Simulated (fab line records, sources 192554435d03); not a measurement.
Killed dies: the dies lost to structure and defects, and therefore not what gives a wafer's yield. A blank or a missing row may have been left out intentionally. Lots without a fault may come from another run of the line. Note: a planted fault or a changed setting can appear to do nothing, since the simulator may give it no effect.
Matching of chambers || flow n5-finfet || rie-diel-05 running N5_BEOL_M8_DESCUM_33: 4 sister chambers
The step chemistry O2, time 7 s. 8 wafers are shown with their chamber, then 11 later ones without.

== EACH WAFER AND ITS CHAMBER ==
{"wafer": "L078.5", "chamber": 0, "showerhead-plenum-p-Torr (Torr)": 2.16, "rf-vpp-V (V)": 243.9}
{"wafer": "L082.6", "chamber": 2, "showerhead-plenum-p-Torr (Torr)": 2.22, "rf-vpp-V (V)": 244.8}
{"wafer": "L081.6", "chamber": 2, "showerhead-plenum-p-Torr (Torr)": 2.22, "rf-vpp-V (V)": 245.1}
{"wafer": "L086.1", "chamber": 0, "showerhead-plenum-p-Torr (Torr)": 2.16, "rf-vpp-V (V)": 245.0}
{"wafer": "L086.4", "chamber": 1, "showerhead-plenum-p-Torr (Torr)": 1.91, "rf-vpp-V (V)": 240.3}
{"wafer": "L085.1", "chamber": 1, "showerhead-plenum-p-Torr (Torr)": 1.90, "rf-vpp-V (V)": 240.4}
{"wafer": "L085.6", "chamber": 3, "showerhead-plenum-p-Torr (Torr)": 2.14, "rf-vpp-V (V)": 243.8}
{"wafer": "L087.1", "chamber": 3, "showerhead-plenum-p-Torr (Torr)": 2.14, "rf-vpp-V (V)": 244.3}

== WAFERS WHOSE CHAMBER IS MISSING ==
{"wafer": "L087.5", "showerhead-plenum-p-Torr (Torr)": 2.22, "rf-vpp-V (V)": 245.0}
{"wafer": "L087.6", "showerhead-plenum-p-Torr (Torr)": 2.14, "rf-vpp-V (V)": 244.9}
{"wafer": "L092.1", "showerhead-plenum-p-Torr (Torr)": 1.90, "rf-vpp-V (V)": 239.4}
{"wafer": "L092.3", "showerhead-plenum-p-Torr (Torr)": 2.16, "rf-vpp-V (V)": 245.7}
{"wafer": "L092.5", "showerhead-plenum-p-Torr (Torr)": 1.90, "rf-vpp-V (V)": 241.4}
{"wafer": "L096.1", "showerhead-plenum-p-Torr (Torr)": 2.21, "rf-vpp-V (V)": 245.2}
{"wafer": "L096.2", "showerhead-plenum-p-Torr (Torr)": 1.90, "rf-vpp-V (V)": 238.7}
{"wafer": "L096.3", "showerhead-plenum-p-Torr (Torr)": 2.15, "rf-vpp-V (V)": 244.3}
{"wafer": "L097.2", "showerhead-plenum-p-Torr (Torr)": 2.15, "rf-vpp-V (V)": 243.2}
{"wafer": "L097.4", "showerhead-plenum-p-Torr (Torr)": 2.13, "rf-vpp-V (V)": 243.3}
{"wafer": "L097.6", "showerhead-plenum-p-Torr (Torr)": 2.14, "rf-vpp-V (V)": 243.8}

== THE CHAMBER EACH PASSED THROUGH ==
{"wafer": "L087.5", "from the rows above": 2, "in truth": 2}
{"wafer": "L087.6", "from the rows above": 3, "in truth": 3}
{"wafer": "L092.1", "from the rows above": 1, "in truth": 1}
{"wafer": "L092.3", "from the rows above": 0, "in truth": 0}
{"wafer": "L092.5", "from the rows above": 1, "in truth": 1}
{"wafer": "L096.1", "from the rows above": 2, "in truth": 2}
{"wafer": "L096.2", "from the rows above": 1, "in truth": 1}
{"wafer": "L096.3", "from the rows above": "can't be placed: 0 or 3", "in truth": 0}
{"wafer": "L097.2", "from the rows above": "can't be placed: 3 or 0", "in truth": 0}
{"wafer": "L097.4", "from the rows above": 3, "in truth": 3}
{"wafer": "L097.6", "from the rows above": 3, "in truth": 3}
Correct placement for 9 of the 11. These rows do not allow placing 2 (true chamber among the candidates in 2). Wrongly placed: 0.
How it was worked out, from the rows above alone: a wafer's distance from a chamber is the root of the sum, over the readings, of the square of ((its reading less the chamber's mean) divided by the reading's scatter). The wafer belongs to the nearest chamber; if the next one is less than 2 further off, it can't be placed. The mean given for a chamber averages the wafers shown for that chamber. The scatter: take each reading less its chamber's mean, square it, sum over the shown wafers, divide by the number of wafers less the number of chambers, and take the root.
